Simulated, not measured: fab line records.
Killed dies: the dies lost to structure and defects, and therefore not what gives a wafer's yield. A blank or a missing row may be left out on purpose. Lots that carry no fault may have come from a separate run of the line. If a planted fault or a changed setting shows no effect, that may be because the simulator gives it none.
Problem report in the 8D (eight disciplines) form, filled by code -- flow n5_finfet -- the parts of the form that need people (team, actions taken, sign-off) are left out

== 1. PROBLEM STATEMENT ==
cd_nm at N5_BEOL_M15_CD_MEAS_28 reads a mean of 593.2 nm on 2 wafers of 2 lots; wafers without a fault read 408.8 nm with a standard deviation of 2.3. That is +80 standard deviations from the usual mean.
The step: target cd 407.6 nm.
Earliest sighting: wafer L120.2 on cd_sem-01 at day 14 20:48. At this step, 29 wafers from 11 lots have a number in the record. Rule for "out", or "out of limits": more than 4 standard deviations from the usual mean. Any other wafer with a number is counted as sound.

== 2. WHAT IT IS AND WHAT IT IS NOT ==
question,is,is not
which readings at this step,cd_nm,-
which lots,"L116, L120","L106, L107, L108, L110, L113, L114, L117, L127, L129"
which wafers of those lots,"L116.2, L120.2","L116.3, L120.1, L120.5"
read on which gauges,"cd_sem-01, cd_sem-02",cd_sem-03
when,from day 14 20:48,"up to then (20 sound wafers); but 7 sound wafers of L116, L127, L129 came after"

== 3. WHAT RULES OUT EACH SUSPECT ==
Counting: a tool at a process step up to the reading stays a suspect if it ran every lot that is out. Sound lots after the first of them don't rule it out here, since some wafers of a struck lot are sound.
- ruled out: the gauge at N5_BEOL_M15_CD_MEAS_28. 2 gauges (cd_sem-01, cd_sem-02) read the wafers that are out.
- pvd_sputter-01 at N5_BEOL_M14_SPUTTER_44 (material Ta, target thk 15 nm, time 24.19 s): kept. Ran every lot that is out, first one L120 (day 14 17:28); last sound lot up to then L117 (day 14 08:15).
- krf_scanner-01 at N5_BEOL_M15_EXPOSE_25 (exposes mask M15, target cd 400 nm): kept. Ran every lot that is out, first one L120 (day 14 20:38); last sound lot up to then L117 (day 14 12:29).
What counting leaves: pvd_sputter-01 at N5_BEOL_M14_SPUTTER_44 and krf_scanner-01 at N5_BEOL_M15_EXPOSE_25.

== 4. THE CAUSE (what the simulator had put in) ==
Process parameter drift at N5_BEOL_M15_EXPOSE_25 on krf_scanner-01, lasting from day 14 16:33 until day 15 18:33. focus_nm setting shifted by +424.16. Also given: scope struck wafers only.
Counting leaves 2 suspects; this tool is one of them.

== 5. THE EFFECT CHAIN, in route order ==
Each row: a reading where the mean over the struck wafers with a number is more than 3 standard deviations away from the usual. Only readings whose record carries a usual standard deviation are examined. hours: median over the lots of the time between each lot's start at the first step of this table that gives one and its start at this step. sigmas: the change, counted in usual standard deviations.
hours,step,reading,usual,on struck wafers,change,sigmas
0,N5_BEOL_M15_CD_MEAS_28,cd_nm,408.8 nm,593.2,+184.4,+80
17,N5_PASSIVATION_PROBE_49,defect_limited_yield,91.3 %,0.0,-91.3,-65
17,N5_PASSIVATION_PROBE_49,killed_at_M4_up,15,1096,+1081,+99 or more
17,N5_PASSIVATION_PROBE_49,killed_dies,103,1180,+1077,+63
17,N5_PASSIVATION_PROBE_49,killed_on_rim,13,152,+139,+35
17,N5_PASSIVATION_PROBE_49,sort_n_pass,1077,0,-1077,-63
The process steps in it:
- N5_PASSIVATION_PROBE_49

== 6. HOW IT WOULD HAVE BEEN CAUGHT EARLIER ==
Counted from the fault's start at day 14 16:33, it took 4 hours until the first out-of-limits reading at a measuring or inspecting step in this record, taken at day 14 20:48.
No tool reading at N5_BEOL_M15_EXPOSE_25 that has a usual standard deviation in the record was out on any struck wafer, so an alarm limit of 4 standard deviations on those readings would not have fired.
Of the lots that are out (2), L116 began N5_BEOL_M15_EXPOSE_25 on krf_scanner-01 after day 14 20:48. A hold on the tool at that time would have spared it.
